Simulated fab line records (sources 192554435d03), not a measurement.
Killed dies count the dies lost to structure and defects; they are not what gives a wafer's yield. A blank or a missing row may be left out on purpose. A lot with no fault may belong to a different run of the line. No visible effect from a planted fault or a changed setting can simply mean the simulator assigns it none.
fab line records	flow n5_finfet
record lots=6	wafers=18	last_day=17
route steps=1938 shown MOL_CONTACT_COAG@526 PASSIVATION@1936
lots that met no fault: from a run of the same line without faults
start_h: start of the lot's first displayed wafer, in hours after the record's first day	wait_h: hours elapsed since this lot's preceding step	" the same as in the row above	L1.1+2: a single row standing in for several wafers	- value missing, or start not given	* or withheld: withheld	< > ~ a bound
route shown NAME@n: names a module that has steps shown in the file, with the first one's number in the route	usual: average and standard deviation across the fault-free wafers	same: alike in all rows	chamber/n: place in a boat	sites: readings site by site	_std_site: the standard deviation of these	_edge_site: the outer-site mean with the inner-site mean subtracted	radius_mm: how far each site lies from the wafer's centre	mask NAME#n: copy n	behind: tool/chamber where the wafer was last shaped	hold: cause of the lot's hold/its duration in hours/its outcome	device: the n, p or np transistor that did not switch	end of line: the tests these same wafers got at the end of their route	a step without rows: its recipe alone	killed: dies that structure and defects cost at the first sort, which is not the same as the wafer's yield	map: a wafer's dies, marking killed ones x, the rest . and places with no die _
set.NAME: the setting that was run; set.NAME@STEP: the one run at that earlier step	model.NAME: the simulator's own value behind a step, which no gauge read
lots at selected steps of the route; one table per step, one row per wafer
services: from which hour (start_h, from the record's first day; less than 0 if before it) a tool's chamber was out of use, for how many hours, and why
## steps
# step N5_MOL_CONTACT_COAG_CD_MEAS_08
# recipe target_cd_nm=28	landing_energy_ev=500	detector=se_inlens	polarity=opening
# usual cd_nm=27.94/0.27
lot.wafer	tool	chamber	start_h	wait_h	cd_nm
L906.1	cd_sem-01	0	94.58	-	27.87
L906.4	"	0	"	"	28.05
L906.5	"	0	"	"	28.26
L907.1	cd_sem-02	0	102.94	-	27.84
L907.3	"	0	"	"	28.56
L907.4	"	0	"	"	28.15
L914.1	cd_sem-03	0	146.53	-	27.83
L914.2	"	0	"	"	27.82
L914.6	"	0	"	"	28.02
L915.3	cd_sem-02	0	148.68	-	27.99
L915.5	"	0	"	"	27.73
L915.6	"	0	"	"	27.49
L927.4	cd_sem-01	0	222.76	-	27.74
L927.5	"	0	"	"	28.43
L927.6	"	0	"	"	28.36
L928.1	cd_sem-02	0	227.30	-	28.10
L928.2	"	0	"	"	28.19
L928.5	"	0	"	"	27.95
# step N5_MOL_CONTACT_COAG_OVL_MEAS_09
# recipe points_per_wafer=522
# usual CA_OVL=0.3/0.62
lot.wafer	tool	chamber	start_h	wait_h	CA_OVL[nm]
L906.1	overlay-01	0	94.61	0.0	0.9
L906.4	"	0	"	"	-0.1
L906.5	"	0	"	"	0.7
L907.1	overlay-01	0	102.97	0.0	0.9
L907.3	"	0	"	"	0.5
L907.4	"	0	"	"	1.4
L914.1	overlay-01	0	146.56	0.0	0.2
L914.2	"	0	"	"	0.0
L914.6	"	0	"	"	1.6
L915.3	overlay-02	0	148.72	0.0	-0.7
L915.5	"	0	"	"	-1.2
L915.6	"	0	"	"	0.4
L927.4	overlay-02	0	222.81	0.0	1.5
L927.5	"	0	"	"	0.6
L927.6	"	0	"	"	1.0
L928.1	overlay-02	0	227.33	0.0	1.0
L928.2	"	0	"	"	0.8
L928.5	"	0	"	"	0.8
# step N5_MOL_CONTACT_COAG_INSPECT_10
# recipe mode=adi	inspect_instrument=brightfield
# usual raw_defect_count=76/32
lot.wafer	tool	chamber	start_h	wait_h	raw_defect_count
L906.1	defect_inspect-01	-	94.67	0.1	135
L906.4	"	-	"	"	164
L906.5	"	-	"	"	84
L907.1	defect_inspect-02	-	103.03	0.1	54
L907.3	"	-	"	"	89
L907.4	"	-	"	"	96
L914.1	defect_inspect-01	-	146.62	0.1	133
L914.2	"	-	"	"	111
L914.6	"	-	"	"	71
L915.3	defect_inspect-01	-	148.76	0.0	32
L915.5	"	-	"	"	45
L915.6	"	-	"	"	49
L927.4	defect_inspect-01	-	222.85	0.0	72
L927.5	"	-	"	"	51
L927.6	"	-	"	"	104
L928.1	defect_inspect-02	-	227.39	0.1	100
L928.2	"	-	"	"	52
L928.5	"	-	"	"	52
# step N5_MOL_CONTACT_COAG_DESCUM_13
# recipe chemistry=O2	time_s=7	source_power_w=50	bias_power_w=20	pressure_mtorr=20	rf_frequency_hz=2.712e+07	temp_c=40	resist=CAR-EUV	o2_flow_sccm=225
# usual chamber_pressure_mTorr=20.002/0.018	drypump_motor_current_A=5.9/0.38	oes_product_au=0.80/0.09	rf_vpp_V=243.3/1.1	showerhead_plenum_p_Torr=2.11/0.051	throttle_valve_pct=20.5/0.3
lot.wafer	tool	chamber	start_h	wait_h	chamber_pressure_mTorr	drypump_motor_current_A	oes_product_au	rf_hours_counter_h	rf_vpp_V	showerhead_plenum_p_Torr	throttle_valve_pct
L906.1	rie_diel-02	1	94.70	0.0	20.002	6.3	0.97	5	243.6	2.15	20.5
L906.4	"	2	"	"	20.007	6.0	0.83	67	243.9	2.13	20.2
L906.5	"	0	"	"	19.990	5.9	0.79	-	242.0	2.11	20.6
L907.1	rie_diel-04	3	103.06	0.0	19.984	5.2	0.73	210	242.6	2.06	20.7
L907.3	"	1	"	"	20.014	6.5	0.86	42	241.6	2.04	20.3
L907.4	"	3	"	"	20.008	5.2	0.72	-	243.5	2.06	20.7
L914.1	rie_diel-02	2	146.65	0.0	20.006	6.0	0.82	87	243.8	2.13	20.2
L914.2	"	0	"	"	20.000	5.9	0.77	151	244.1	2.10	20.7
L914.6	"	1	"	"	19.999	6.3	0.91	-	244.5	2.15	20.5
L915.3	rie_diel-02	2	148.93	0.2	19.997	6.0	0.81	88	242.8	2.13	20.2
L915.5	"	2	"	"	20.014	6.0	0.81	-	241.8	2.13	20.2
L915.6	"	3	"	"	19.982	5.6	0.70	-	244.1	2.14	20.4
L927.4	rie_diel-04	1	223.26	0.4	20.006	6.6	0.81	-	241.7	2.03	20.4
L927.5	"	0	"	"	19.991	5.8	0.89	-	244.9	2.13	19.9
L927.6	"	3	"	"	19.993	5.2	0.69	-	242.0	2.05	20.8
L928.1	rie_diel-04	3	227.57	0.2	20.006	5.2	0.68	251	244.1	2.05	20.8
L928.2	"	0	"	"	20.022	5.9	0.89	37	244.6	2.13	19.9
L928.5	"	3	"	"	20.011	5.2	0.69	-	242.2	2.05	20.8
# step N5_MOL_CONTACT_COAG_ETCH_59
# recipe chemistry=N2/H2	target=underlayer	target_depth_a=130	mask_material=CAR-EUV	time_s=10.4	ion_energy_ev=200	pressure_mtorr=30	source_w=840	bias_w=150	n2_flow_sccm=200	h2_flow_sccm=200	ends=cleared
# step N5_MOL_CONTACT_COAG_ETCH_105
# recipe chemistry=CF4	target=SiARC	target_depth_a=156	mask_material=CAR-EUV	time_s=26	ion_energy_ev=80	pressure_mtorr=40	source_w=545	bias_w=36	Ar_flow_sccm=100	cf4_flow_sccm=100	ends=cleared
# usual bias_w=35.99/0.11	chamber_pressure_mTorr=40.00/0.034	drypump_motor_current_A=5.9/0.38	etch_rf_on_time_s=26.1/0.68	oes_product_au=0.68/0.077	rf_vpp_V=184.1/1.1	showerhead_plenum_p_Torr=2.15/0.056	throttle_valve_pct=15.67/0.29
lot.wafer	tool	chamber	start_h	wait_h	bias_w	chamber_pressure_mTorr	drypump_motor_current_A	etch_rf_on_time_s	oes_product_au	rf_hours_counter_h	rf_vpp_V	showerhead_plenum_p_Torr	throttle_valve_pct
L906.1	rie_diel-02	1	94.76	0.0	36.12	39.99	6.3	25.4	0.81	5	184.4	2.20	15.58
L906.4	"	2	"	"	36.05	40.01	6.0	25.9	0.71	67	185.3	2.18	15.33
L906.5	"	0	"	"	35.93	39.94	5.9	25.2	0.68	-	184.1	2.13	15.64
L907.1	rie_diel-04	3	103.12	0.0	36.05	39.97	5.2	26.4	0.61	210	183.6	2.12	16.01
L907.3	"	1	"	"	36.02	40.02	6.6	26.6	0.73	42	183.2	2.08	15.43
L907.4	"	3	"	"	36.03	40.00	5.2	26.4	0.62	-	183.8	2.12	16.01
L914.1	rie_diel-02	2	146.71	0.0	36.06	40.00	6.0	26.1	0.68	87	184.6	2.17	15.37
L914.2	"	0	"	"	36.01	39.95	5.9	25.3	0.66	151	182.3	2.13	15.69
L914.6	"	1	"	"	36.03	39.98	6.3	25.9	0.76	-	184.6	2.19	15.61
L915.3	rie_diel-02	2	148.98	0.0	36.09	39.99	6.0	25.7	0.69	88	184.3	2.17	15.37
L915.5	"	2	"	"	35.98	39.91	6.0	26.0	0.68	-	184.8	2.17	15.40
L915.6	"	3	"	"	35.97	39.98	5.6	26.2	0.62	-	184.9	2.21	15.73
L927.4	rie_diel-04	1	223.31	0.0	35.85	40.05	6.6	26.7	0.69	-	184.2	2.07	15.52
L927.5	"	0	"	"	35.98	40.02	5.9	25.4	0.76	-	184.2	2.17	15.06
L927.6	"	3	"	"	35.95	39.99	5.2	26.6	0.59	-	183.5	2.11	16.08
L928.1	rie_diel-04	3	227.62	0.0	35.98	39.99	5.2	26.9	0.58	251	184.7	2.11	16.10
L928.2	"	0	"	"	36.04	39.96	5.9	25.3	0.75	37	184.6	2.17	15.05
L928.5	"	3	"	"	35.92	40.02	5.2	26.8	0.58	-	184.6	2.11	16.09
# step N5_MOL_CONTACT_COAG_ETCH_106
# recipe chemistry=N2/H2	target=SOC	target_depth_a=800	overetch_a=160	mask_material=SiARC	temp_c=40	time_s=120	ion_energy_ev=200	pressure_mtorr=30	source_w=840	bias_w=150	n2_flow_sccm=200	h2_flow_sccm=200
# usual bias_w=150.0/0.39	chamber_pressure_mTorr=30.002/0.027	drypump_motor_current_A=5.9/0.38	oes_product_au=0.71/0.075	rf_vpp_V=524.3/1.9	showerhead_plenum_p_Torr=2.55/0.066	throttle_valve_pct=17.9/0.31
lot.wafer	tool	chamber	start_h	wait_h	bias_w	chamber_pressure_mTorr	drypump_motor_current_A	oes_product_au	rf_hours_counter_h	rf_vpp_V	showerhead_plenum_p_Torr	throttle_valve_pct
L906.1	rie_diel-02	1	94.79	0.0	150.0	29.982	6.3	0.83	5	525.8	2.60	17.8
L906.4	"	2	"	"	150.2	29.987	6.0	0.75	67	525.4	2.58	17.5
L906.5	"	0	"	"	149.8	30.027	5.9	0.69	-	523.8	2.57	18.1
L907.1	rie_diel-04	3	103.15	0.0	149.7	29.998	5.2	0.65	210	523.2	2.52	18.3
L907.3	"	1	"	"	150.2	30.015	6.6	0.77	42	522.4	2.48	17.7
L907.4	"	3	"	"	149.9	29.962	5.2	0.65	-	522.4	2.52	18.3
L914.1	rie_diel-02	2	146.74	0.0	149.9	30.025	6.0	0.71	87	525.0	2.57	17.6
L914.2	"	0	"	"	150.3	29.994	5.9	0.67	151	522.4	2.56	18.1
L914.6	"	1	"	"	149.9	30.037	6.3	0.79	-	525.4	2.59	17.8
L915.3	rie_diel-02	2	149.01	0.0	150.2	29.979	6.0	0.71	88	524.2	2.57	17.5
L915.5	"	2	"	"	149.4	30.034	6.0	0.71	-	525.8	2.57	17.6
L915.6	"	3	"	"	150.6	30.009	5.6	0.65	-	526.4	2.61	17.7
L927.4	rie_diel-04	1	223.36	0.0	150.2	29.991	6.6	0.73	-	521.7	2.47	17.8
L927.5	"	0	"	"	149.7	29.993	5.9	0.80	-	525.7	2.59	17.3
L927.6	"	3	"	"	150.2	29.940	5.2	0.63	-	522.6	2.51	18.4
L928.1	rie_diel-04	3	227.65	0.0	149.9	30.021	5.2	0.62	251	523.0	2.51	18.4
L928.2	"	0	"	"	150.9	29.979	5.9	0.79	37	525.4	2.59	17.4
L928.5	"	3	"	"	149.7	30.007	5.2	0.62	-	523.4	2.51	18.4
# step N5_MOL_CONTACT_COAG_STRIP_107
# recipe chemistry=N2/H2	temp_c=40	n2_flow_sccm=200	h2_flow_sccm=200	rf_frequency_hz=6e+07
# step N5_MOL_CONTACT_COAG_STRIP_108
# recipe chemistry=N2/H2	temp_c=40	n2_flow_sccm=200	h2_flow_sccm=200	rf_frequency_hz=6e+07
# step N5_MOL_CONTACT_COAG_CONTACT_ETCH_14
# recipe chemistry=C4F6/O2	target=SiO2	target_depth_a=275	overetch_a=85	mask_material=SOC	pressure_mtorr=30	source_w=370	bias_w=185	Ar_flow_sccm=300	C4F6_flow_sccm=16	O2_flow_sccm=10	time_s=20	ion_energy_ev=259.6
# usual C4F6_flow_sccm=16.00/0.05	bias_w=185.0/0.55	chamber_pressure_mTorr=30.001/0.029	drypump_motor_current_A=5.9/0.38	oes_product_au=0.68/0.07	rf_vpp_V=693.0/2.5	showerhead_plenum_p_Torr=2.89/0.077	throttle_valve_pct=21.33/0.28
lot.wafer	tool	chamber	start_h	wait_h	C4F6_flow_sccm	bias_w	chamber_pressure_mTorr	drypump_motor_current_A	oes_product_au	rf_hours_counter_h	rf_vpp_V	showerhead_plenum_p_Torr	throttle_valve_pct
L906.1	rie_diel-02	1	94.89	0.0	16.11	185.6	30.023	6.3	0.80	5	694.7	2.96	21.36
L906.4	"	2	"	"	16.07	184.3	30.027	6.0	0.70	67	695.2	2.91	20.90
L906.5	"	0	"	"	15.98	184.6	30.023	5.9	0.66	-	693.6	2.87	21.34
L907.1	rie_diel-04	3	103.25	0.0	15.94	184.9	29.959	5.2	0.62	210	691.4	2.85	21.64
L907.3	"	1	"	"	16.02	184.7	29.999	6.6	0.74	42	691.0	2.81	21.19
L907.4	"	3	"	"	15.97	184.7	30.010	5.2	0.61	-	692.6	2.85	21.63
L914.1	rie_diel-02	2	146.84	0.0	16.03	184.4	30.022	6.0	0.68	87	692.8	2.91	20.93
L914.2	"	0	"	"	15.95	184.3	29.962	5.9	0.64	151	694.0	2.87	21.37
L914.6	"	1	"	"	16.00	185.2	29.996	6.3	0.74	-	693.7	2.95	21.38
L915.3	rie_diel-02	2	149.11	0.0	16.00	184.5	30.011	6.0	0.69	88	692.9	2.90	20.94
L915.5	"	2	"	"	15.96	184.5	30.034	6.0	0.69	-	692.4	2.91	20.94
L915.6	"	3	"	"	16.05	184.5	30.037	5.6	0.61	-	694.1	2.97	21.34
L927.4	rie_diel-04	1	223.44	0.0	15.96	185.0	30.018	6.5	0.70	-	688.8	2.80	21.24
L927.5	"	0	"	"	16.02	184.5	29.996	5.9	0.75	-	692.8	2.92	20.73
L927.6	"	3	"	"	15.88	184.4	30.021	5.2	0.59	-	691.9	2.83	21.68
L928.1	rie_diel-04	3	227.75	0.0	15.99	185.4	30.031	5.2	0.60	251	691.3	2.83	21.70
L928.2	"	0	"	"	16.00	183.9	29.953	5.9	0.75	37	693.6	2.92	20.74
L928.5	"	3	"	"	16.08	184.6	30.003	5.2	0.60	-	691.3	2.83	21.69
# step N5_MOL_CONTACT_COAG_STRIP_109
# recipe chemistry=C4F6/O2	resist=SiARC	rf_frequency_hz=6e+07
# step N5_MOL_CONTACT_COAG_ETCH_15
# recipe chemistry=CH3F/O2	target=SiNx	target_depth_a=70	mask_material=SOC	stop_on=Si:P	over_etch_frac=0.75	ion_energy_ev=120	pressure_mtorr=30	source_w=395	bias_w=73	Ar_flow_sccm=150	CH3F_flow_sccm=30	O2_flow_sccm=20
# usual bias_w=72.96/0.2	chamber_pressure_mTorr=30.002/0.027	drypump_motor_current_A=5.9/0.38	oes_product_au=0.58/0.061	rf_vpp_V=297/4.9	showerhead_plenum_p_Torr=2.01/0.056	throttle_valve_pct=16.39/0.28
lot.wafer	tool	chamber	start_h	wait_h	bias_w	chamber_pressure_mTorr	drypump_motor_current_A	oes_product_au	rf_hours_counter_h	rf_vpp_V	showerhead_plenum_p_Torr	throttle_valve_pct
L906.1	rie_diel-02	1	94.92	0.0	72.73	30.038	6.3	0.68	5	294	2.06	16.35
L906.4	"	2	"	"	73.05	29.972	6.0	0.61	67	291	2.03	15.99
L906.5	"	0	"	"	73.14	29.979	5.9	0.56	-	295	2.00	16.43
L907.1	rie_diel-04	3	103.28	0.0	73.02	29.997	5.2	0.53	210	298	1.98	16.73
L907.3	"	1	"	"	72.58	29.968	6.5	0.64	42	293	1.95	16.20
L907.4	"	3	"	"	72.72	30.002	5.2	0.53	-	299	1.98	16.71
L914.1	rie_diel-02	2	146.87	0.0	73.10	29.992	6.0	0.59	87	290	2.02	16.04
L914.2	"	0	"	"	73.13	30.031	5.9	0.55	151	295	1.99	16.47
L914.6	"	1	"	"	73.13	30.017	6.3	0.64	-	293	2.05	16.37
L915.3	rie_diel-02	2	149.15	0.0	73.08	29.987	6.0	0.58	88	291	2.02	16.03
L915.5	"	2	"	"	73.05	30.025	6.0	0.58	-	291	2.02	16.02
L915.6	"	3	"	"	72.98	30.033	5.6	0.53	-	304	2.07	16.45
L927.4	rie_diel-04	1	223.49	0.0	73.25	29.955	6.6	0.60	-	295	1.94	16.29
L927.5	"	0	"	"	72.53	29.971	5.9	0.65	-	293	2.03	15.84
L927.6	"	3	"	"	73.13	29.990	5.2	0.52	-	299	1.96	16.79
L928.1	rie_diel-04	3	227.78	0.0	73.14	30.003	5.2	0.51	251	297	1.96	16.78
L928.2	"	0	"	"	73.22	29.999	5.9	0.64	37	293	2.03	15.82
L928.5	"	3	"	"	73.21	30.018	5.2	0.51	-	299	1.96	16.79
# step N5_MOL_CONTACT_COAG_ETCH_110
# recipe chemistry=CF4/O2	target=Si	target_depth_a=25	time_s=8	pressure_mtorr=100	source_w=200	bias_w=12	ion_energy_ev=60	Ar_flow_sccm=100	cf4_flow_sccm=100	O2_flow_sccm=10
# usual bias_w=12.00/0.034	chamber_pressure_mTorr=100.01/0.091	drypump_motor_current_A=5.9/0.38	oes_product_au=0.79/0.09	rf_vpp_V=127.7/2.4	showerhead_plenum_p_Torr=2.23/0.057	throttle_valve_pct=10.8/0.33
lot.wafer	tool	chamber	start_h	wait_h	bias_w	chamber_pressure_mTorr	drypump_motor_current_A	oes_product_au	rf_hours_counter_h	rf_vpp_V	showerhead_plenum_p_Torr	throttle_valve_pct	model.etch.depth_nm
L906.1	rie_diel-02	1	94.98	0.0	11.98	100.12	6.3	0.94	5	125.5	2.28	10.6	2.573
L906.4	"	2	"	"	12.03	100.07	6.0	0.82	67	124.5	2.26	10.5	2.515
L906.5	"	0	"	"	12.07	100.04	5.9	0.79	-	128.3	2.22	10.8	2.586
L907.1	rie_diel-04	3	103.34	0.0	12.05	100.07	5.2	0.72	210	128.9	2.20	11.2	2.48
L907.3	"	1	"	"	11.97	100.09	6.6	0.86	42	124.8	2.17	10.5	2.462
L907.4	"	3	"	"	11.99	100.03	5.2	0.72	-	129.8	2.20	11.2	2.457
L914.1	rie_diel-02	2	146.93	0.0	12.05	99.90	6.0	0.80	87	124.0	2.26	10.5	2.495
L914.2	"	0	"	"	12.06	100.06	5.9	0.77	151	125.9	2.21	10.9	2.55
L914.6	"	1	"	"	11.96	99.88	6.3	0.89	-	124.8	2.27	10.6	2.533
L915.3	rie_diel-02	2	149.21	0.0	11.98	100.00	6.0	0.79	88	124.5	2.26	10.5	2.455
L915.5	"	2	"	"	12.02	100.10	6.0	0.80	-	123.4	2.26	10.5	2.467
L915.6	"	3	"	"	12.06	99.95	5.6	0.71	-	131.0	2.30	10.9	2.44
L927.4	rie_diel-04	1	223.54	0.0	11.99	100.12	6.6	0.74	-	126.2	2.16	10.6	2.114
L927.5	"	0	"	"	12.03	100.00	5.8	0.82	-	125.3	2.25	10.2	2.195
L927.6	"	3	"	"	12.03	99.93	5.2	0.63	-	128.9	2.19	11.3	2.089
L928.1	rie_diel-04	3	227.84	0.0	12.01	99.99	5.2	0.62	251	128.1	2.19	11.3	2.07
L928.2	"	0	"	"	11.97	99.98	5.9	0.81	37	124.9	2.25	10.2	2.2
L928.5	"	3	"	"	12.01	100.04	5.2	0.63	-	129.8	2.19	11.3	2.088
# step N5_MOL_CONTACT_COAG_STRIP_98
# recipe chemistry=N2/H2	power_w=500	temp_c=40	pressure_mtorr=50	rf_frequency_hz=6e+07	overash_fraction=0.3	bias_power_w=8	h2_frac=0.5	n2_flow_sccm=300	h2_flow_sccm=300
# step N5_PASSIVATION_PROBE_49
# usual killed_at_M0_to_M3=33/9.1	killed_at_M4_up=14/5.6	killed_at_contacts=13/5.7	killed_at_front_end=42/12	killed_at_other=4/3	killed_dies=105/16	killed_open=69/11	killed_short=34/7.5
# same gross_dies=1180	killed_at_back_side=0
lot.wafer	tool	chamber	start_h	wait_h	killed_at_M0_to_M3	killed_at_M4_up	killed_at_contacts	killed_at_front_end	killed_at_other	killed_dies	killed_open	killed_short
L907.1	prober-02	-	281.80	0.0	37	14	11	26	0	88	67	20
L907.3	prober-02	-	281.90	0.1	36	13	18	30	2	99	74	24
L907.4	prober-02	-	281.95	0.2	32	22	18	21	4	97	62	34
L914.1	prober-02	-	310.88	0.0	27	16	6	26	2	77	54	23
L914.2	prober-02	-	310.93	0.1	30	12	8	36	1	87	59	27
L914.6	prober-02	-	311.13	0.3	40	10	16	25	3	94	56	37
L915.3	prober-01	-	323.15	0.1	16	12	21	43	2	94	54	38
L928.1	prober-01	-	410.64	0.0	30	5	10	66	11	122	74	47
L928.2	prober-01	-	410.69	0.1	56	11	11	41	6	125	86	38
L928.5	prober-01	-	410.84	0.2	33	19	20	37	3	112	75	37
L927.4	prober-02	-	411.73	0.2	18	15	10	53	3	99	70	27
L927.5	prober-02	-	411.78	0.2	40	14	30	43	3	130	87	41
L927.6	prober-02	-	411.83	0.3	18	12	18	65	9	122	76	44
# killed by level:class
L907.1 MOL_CONTACT_COAG:geometric_particle:open=10 FIN_SAQP:geometric_particle:open=9 BEOL_M1:geometric_particle:open=9 BEOL_M2:geometric_particle:open=9 STARTING-WAFER:geometric_particle:short=6 BEOL_M0:geometric_particle:open=5 BEOL_M5:geometric_particle:open=5 BEOL_M0_SAQP:geometric_particle:short=4
L907.3 MOL_CONTACT_COAG:geometric_particle:open=17 BEOL_M3:geometric_particle:open=13 STI_FIN_REVEAL:geometric_particle:open=6 BEOL_M1:geometric_particle:open=6 BEOL_M3:geometric_particle:short=6 BEOL_M4:geometric_particle:open=5 FIN_SAQP:geometric_particle:open=4 DUMMY_GATE:geometric_particle:open=4
L907.4 MOL_CONTACT_COAG:geometric_particle:open=13 BEOL_M4:geometric_particle:open=11 BEOL_M1:geometric_particle:open=8 BEOL_M3:geometric_particle:open=7 BEOL_M1:geometric_particle:short=6 MOL_CONTACT_COAG:geometric_particle:short=5 BEOL_M0_SAQP:geometric_particle:short=5 GATE_CUT:geometric_particle:open=4
L914.1 FIN_SAQP:geometric_particle:open=11 BEOL_M2:geometric_particle:open=11 BEOL_M3:geometric_particle:open=6 BEOL_M4:geometric_particle:open=6 FIN_SAQP:geometric_particle:short=4 MOL_CONTACT_COAG:geometric_particle:open=4 BEOL_M5:geometric_particle:short=4 GATE_CUT:geometric_particle:short=3
L914.2 BEOL_M3:geometric_particle:open=9 BEOL_M2:geometric_particle:open=8 FIN_SAQP:geometric_particle:open=6 MOL_CONTACT_COAG:geometric_particle:open=6 GATE_CUT:geometric_particle:open=6 BEOL_M4:geometric_particle:open=6 BEOL_M0:geometric_particle:open=5 FIN_SAQP:geometric_particle:short=4
L914.6 MOL_CONTACT_COAG:geometric_particle:open=11 FIN_SAQP:geometric_particle:open=9 FIN_SAQP:geometric_particle:short=9 BEOL_M2:geometric_particle:open=9 BEOL_M3:geometric_particle:open=7 BEOL_M2:geometric_particle:short=5 MOL_CONTACT_COAG:geometric_particle:short=4 BEOL_M0:geometric_particle:open=4
L915.3 MOL_CONTACT_COAG:geometric_particle:open=17 FIN_SAQP:geometric_particle:short=8 FIN_SAQP:geometric_particle:open=7 STARTING-WAFER:geometric_particle:short=7 GATE_CUT:geometric_particle:short=6 STI_FIN_REVEAL:geometric_particle:open=5 BEOL_M0_SAQP:geometric_particle:short=5 BEOL_M4:geometric_particle:open=5
L928.1 FIN_SAQP:geometric_particle:open=16 FIN_SAQP:geometric_particle:short=15 STI_FIN_REVEAL:geometric_particle:open=9 DUMMY_GATE:geometric_particle:open=8 BEOL_M0_SAQP:geometric_particle:short=8 MOL_CONTACT_COAG:geometric_particle:open=7 BEOL_M2:geometric_particle:open=6 BEOL_M3:geometric_particle:open=6
L928.2 FIN_SAQP:geometric_particle:open=18 BEOL_M2:geometric_particle:open=16 MOL_CONTACT_COAG:geometric_particle:open=11 BEOL_M0_SAQP:geometric_particle:open=8 FIN_SAQP:geometric_particle:short=7 BEOL_M3:geometric_particle:open=7 BEOL_M0_SAQP:geometric_particle:short=6 BEOL_M0:geometric_particle:open=6
L928.5 MOL_CONTACT_COAG:geometric_particle:open=16 FIN_SAQP:geometric_particle:open=9 BEOL_M2:geometric_particle:open=8 FIN_SAQP:geometric_particle:short=7 STI_FIN_REVEAL:geometric_particle:open=6 BEOL_M0_SAQP:geometric_particle:open=6 BEOL_M4:geometric_particle:open=6 BEOL_M1:geometric_particle:open=5
L927.4 FIN_SAQP:geometric_particle:open=17 STI_FIN_REVEAL:geometric_particle:open=10 FIN_SAQP:geometric_particle:short=8 MOL_CONTACT_COAG:geometric_particle:open=8 BEOL_M4:geometric_particle:open=8 BEOL_M0_SAQP:geometric_particle:short=4 BEOL_M0_SAQP:geometric_particle:open=4 BEOL_M1:geometric_particle:open=4
L927.5 MOL_CONTACT_COAG:geometric_particle:open=19 BEOL_M1:geometric_particle:open=17 FIN_SAQP:geometric_particle:short=13 MOL_CONTACT_COAG:geometric_particle:short=10 STI_FIN_REVEAL:geometric_particle:open=10 BEOL_M2:geometric_particle:open=7 FIN_SAQP:geometric_particle:open=6 BEOL_M3:geometric_particle:open=6
L927.6 STI_FIN_REVEAL:geometric_particle:open=17 MOL_CONTACT_COAG:geometric_particle:open=15 FIN_SAQP:geometric_particle:open=11 FIN_SAQP:geometric_particle:short=9 STI_FIN_REVEAL:geometric_particle:short=9 BEOL_M3:geometric_particle:open=6 STARTING-WAFER:geometric_particle:short=4 BEOL_M1:geometric_particle:open=4
## services
tool	chamber	start_h	hours	kind
rie_diel-04	0	86.02	-	clean
rie_diel-04	0	86.02	-	consumable_replace:focus_ring
rie_diel-04	0	86.02	22.5	scheduled_down
rie_diel-04	0	86.02	22.5	vent_cycle
rie_diel-04	3	133.21	1.2	repair
rie_diel-04	2	220.67	-	clean
rie_diel-04	2	220.67	-	consumable_replace:focus_ring
rie_diel-04	2	220.67	14.0	scheduled_down
rie_diel-04	2	220.67	14.0	vent_cycle
## key
first_sign none at tools or gauges
model_effect step=N5_MOL_CONTACT_COAG_ETCH_110	value=etch.depth_nm	without=2.468	struck=2.126
met_at N5_MOL_CONTACT_COAG_ETCH_110
struck_wafers L927.4,L927.5,L927.6,L928.1,L928.2,L928.5
tester_left_out L927,L928
onset_between 103.34 223.54
also_fits time
fault kind=process_parameter_drift	tool=rie_diel-04	chamber=-	onset_h=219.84	steps=N5_MOL_CONTACT_COAG_ETCH_110	channel=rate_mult	offset=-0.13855	shape=step	end_h=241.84
# tester_left_out: of these lots the tester's yield and bins aren't shown, on N5 and GAA mostly nor the transistor test; their killed dies are dies lost to structure and defects alone, not to doping, threshold or leakage, so they don't give the yield
